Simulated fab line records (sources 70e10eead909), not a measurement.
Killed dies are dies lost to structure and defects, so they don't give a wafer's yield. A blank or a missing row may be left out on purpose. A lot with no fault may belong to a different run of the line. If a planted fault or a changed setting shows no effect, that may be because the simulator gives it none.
Struck lot and sound lot, side by side || flow nandHarc || 13 out of 1302 route steps
Sound: wafers L276.4, L276.5, L276.6. Struck: wafers L292.1, L292.3, L292.6. The cause comes at the end.
For every step that has rows: the tool of each side, followed by ch and its chambers, followed by its first start. Under that, the readings that differ: sound wafers || struck wafers || difference of the means || sigmas: that difference in standard deviations of wafers without a fault.
alike: same words and numbers on both sides, and readings whose means sit less than 2 such deviations apart. not compared: any withheld reading, any reading some wafer has no value for, any bound like >300 that may hide the same value, and any number with overlapping values for which the record gives no deviation.
A row with sigmas, a row that says differs or no value, or rows on one side alone: a step with any of these is where the two part. Numbers that have no deviation but don't overlap get no sigmas and don't part them. A reading missing from all wafers of one side parts the sides only when that side holds two or more wafers.

first, 2 steps without rows for these wafers: NHARC_A_DECK1_JOINT_ANNEAL_28 (time 1800 s); NHARC_A_DECK1_JOINT_ANNEAL_29 (time 1800 s).
NHARC_A_DECK1_JOINT_CMP_02: polishes SiOx.
  sound on cmp-01 ch 2,3, day 12 05:16; struck on cmp-04 ch 0,1,2, day 19 13:14
  alike: motorCurrentA
next, for these wafers, 1 step has no rows: NHARC_A_DECK1_JOINT_SRD_15.
NHARC_A_DECK1_JOINT_DEP_16: deposits SiO2, target thk 45 nm.
  sound on pecvd-01 ch 0,1,2, day 12 05:44; struck on pecvd-01 ch 1,2, day 19 13:36
  alike: heaterPowerW, throttleValvePct
NHARC_A_DECK1_JOINT_THK_MEAS_17: measures by ellipsometry.
  sound on filmMetro-02, day 12 05:56; struck on filmMetro-02, day 19 13:53
  alike: thkNm
NHARC_A_DECK1_JOINT_INSPECT_05:
  sound on defectInspect-01, day 12 05:58; struck on defectInspect-01, day 19 13:55
  alike: rawDefectCount
then, 1 step without rows for these wafers: NHARC_A_ONON_D2_DEP_00 (target thk 1000 nm).
NHARC_A_ONON_D2_THK_MEAS_02: measures by ellipsometry.
  sound on filmMetro-01, day 12 06:32; struck on filmMetro-02, day 19 14:29
  alike: thkNm
then, 1 step without rows for these wafers: NHARC_A_ONON_D2_DEP_03 (target thk 1000 nm).
NHARC_A_ONON_D2_THK_MEAS_05: measures by ellipsometry.
  sound on filmMetro-01, day 12 07:07; struck on filmMetro-01, day 19 15:04
  alike: thkNm
NHARC_A_ONON_D2_DEP_06: target thk 1000 nm.
  sound on pecvdOnon-04 ch 0, day 12 07:20; struck on pecvdOnon-04 ch 0, day 19 15:07
NHARC_A_ONON_D2_THK_MEAS_08: measures by ellipsometry.
  sound on filmMetro-01, day 12 07:41; struck on filmMetro-01, day 19 15:47
{"reading": "thkNm (nm)", "sound": "999 999 1001", "struck": "566 566 565", "difference": -434, "sigmas": -39}
  not compared: hold

WHERE THEY PART
Only at NHARC_A_ONON_D2_THK_MEAS_08, as far as this record shows.

WHY: whatever the simulator had introduced
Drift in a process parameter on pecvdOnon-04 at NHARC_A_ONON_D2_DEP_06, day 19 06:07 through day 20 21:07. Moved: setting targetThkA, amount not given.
